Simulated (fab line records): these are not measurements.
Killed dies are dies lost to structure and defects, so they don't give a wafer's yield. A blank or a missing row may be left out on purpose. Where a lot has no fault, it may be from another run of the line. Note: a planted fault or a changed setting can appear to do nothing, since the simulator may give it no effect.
A lot that was struck, set against a sound lot    flow nand-harc    15 steps out of a route of 1302
Sound: these wafers, L960.2, L960.3, L960.4. Struck: wafer L977.2 (L977.4, L977.6, from the same lot, were not struck and are left out); the cause is given at the end.
At each step with rows: each side's tool, then ch and its chambers, then its first start. Under that, the readings that differ: sound wafers    struck wafers    difference of the means    sigmas: that difference in standard deviations of wafers without a fault.
alike: readings whose means differ by less than 2 such deviations, and words and numbers that are the same on both sides. not compared: withheld readings, readings that some wafer has no value for, bounds like >300 that may hide the same value, and numbers for which the record gives no deviation and whose values overlap.
A row with sigmas, a row that says differs or no value, or rows on one side alone: a step with any of these is where the two part. Numbers that have no deviation but don't overlap get no sigmas and don't part them. A reading missing from all wafers of one side parts the sides only when that side holds two or more wafers.

first, 5 steps without rows for these wafers: NHARC_A_SGD_CUT_SOFTBAKE_04 (time 55 s); NHARC_A_SGD_CUT_EBR_05; NHARC_A_SGD_CUT_EXPOSE_06 (exposes mask SGD); NHARC_A_SGD_CUT_PEB_07 (peb time 65 s); NHARC_A_SGD_CUT_DEVELOP_08 (develop time 35 s).
NHARC_A_SGD_CUT_CD_MEAS_09 targets a cd of 100 nm.
  sound on cd-sem-02 ch 0, day 18 20:13; struck on cd-sem-02 ch 0, day 25 18:04
  alike: cd-nm
NHARC_A_SGD_CUT_OVL_MEAS_10:
  sound on overlay-02, day 18 20:18; struck on overlay-02, day 25 18:09
  alike: overlay-x-nm, overlay-y-nm
NHARC_A_SGD_CUT_INSPECT_11:
  sound on defect-inspect-01, day 18 20:20; struck on defect-inspect-01, day 25 18:11
  alike: raw-defect-count
NHARC_A_SGD_CUT_DESCUM_14: chemistry O2, time 3 s.
  sound on rie-diel-04 ch 0,1,2, day 18 20:24; struck on rie-diel-04 ch 1, day 25 18:16
reading                 sound  struck  difference  sigmas
rf-hours-counter-h (h)  4 4 5  2       -2          
  alike: drypump-motor-current-A, oes-product-au, rf-vpp-V, showerhead-plenum-p-Torr, throttle-valve-pct
NHARC_A_SGD_CUT_ETCH_58: etches the open film in CF4, target depth 39 nm, time 65 s.
  sound on rie-diel-04 ch 1,2,3, day 18 20:29; struck on rie-diel-04 ch 0, day 25 18:20
  alike: drypump-motor-current-A, oes-product-au, rf-fwd-power-W, rf-vpp-V, run-length-s, showerhead-plenum-p-Torr, throttle-valve-pct
  not compared: rf-hours-counter-h
NHARC_A_SGD_CUT_ETCH_59: etches the open film in N2/H2, target depth 260 nm, time 406.25 s.
  sound on rie-diel-04 ch 0,2,3; struck on rie-diel-04 ch 2
  alike: drypump-motor-current-A, oes-product-au, rf-fwd-power-W, rf-vpp-V, run-length-s, showerhead-plenum-p-Torr, throttle-valve-pct
  not compared: rf-hours-counter-h
NHARC_A_SGD_CUT_ETCH_15: etches the open film in CH3F/O2, target depth 75 nm, time 64.3 s.
  sound on rie-diel-04 ch 1,2,3; struck on rie-diel-04 ch 2
  alike: drypump-motor-current-A, oes-product-au, rf-fwd-power-W, rf-vpp-V, run-length-s, showerhead-plenum-p-Torr, throttle-valve-pct
  not compared: rf-hours-counter-h
NHARC_A_SGD_CUT_ETCH_16: etches the open film in C4F8/O2/Ar, target depth 310.5 nm, time 155.2 s.
  sound on rie-diel-04 ch 0,2,3, day 18 20:59; struck on rie-diel-04 ch 0, day 25 18:50
reading           sound              struck  difference  sigmas
run-length-s (s)  176.5 176.7 175.8  163.8   -12.5       -35
  alike: oes-product-au, rf-vpp-V
  not compared: rf-fwd-power-W, rf-hours-counter-h
then, 1 step without rows for these wafers: NHARC_A_SGD_CUT_STRIP_60 (strips in C4F8/O2/Ar).
-- jump in the record: it breaks off in module A_SGD_CUT and resumes in module END (first step shown: number 1302 of the route), and 5 days separate the struck wafers' starts before and after --
NHARC_END_SORT_01:
  sound on prober-02 ch 0, day 24 03:32; struck on prober-01 ch 0, day 30 19:56
reading          sound     struck                    difference                    sigmas
hold             - - -     await-dispo/2.1h/release  no value on the sound wafers  
killed-at-array  32 31 37  390                       +357                          +20
killed-at-other  6 1 5     1                         -3                            -2
killed-dies      39 33 45  392                       +353                          +21
  alike: killed-at-periphery, killed-open, killed-short

## WHERE THEY PART
Last at NHARC_END_SORT_01 as far as this record goes, first at NHARC_A_SGD_CUT_ETCH_16.

WHY: the cause the simulator had injected
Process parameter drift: rie-diel-04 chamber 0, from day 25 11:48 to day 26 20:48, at NHARC_A_SGD_CUT_ETCH_16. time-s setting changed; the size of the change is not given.
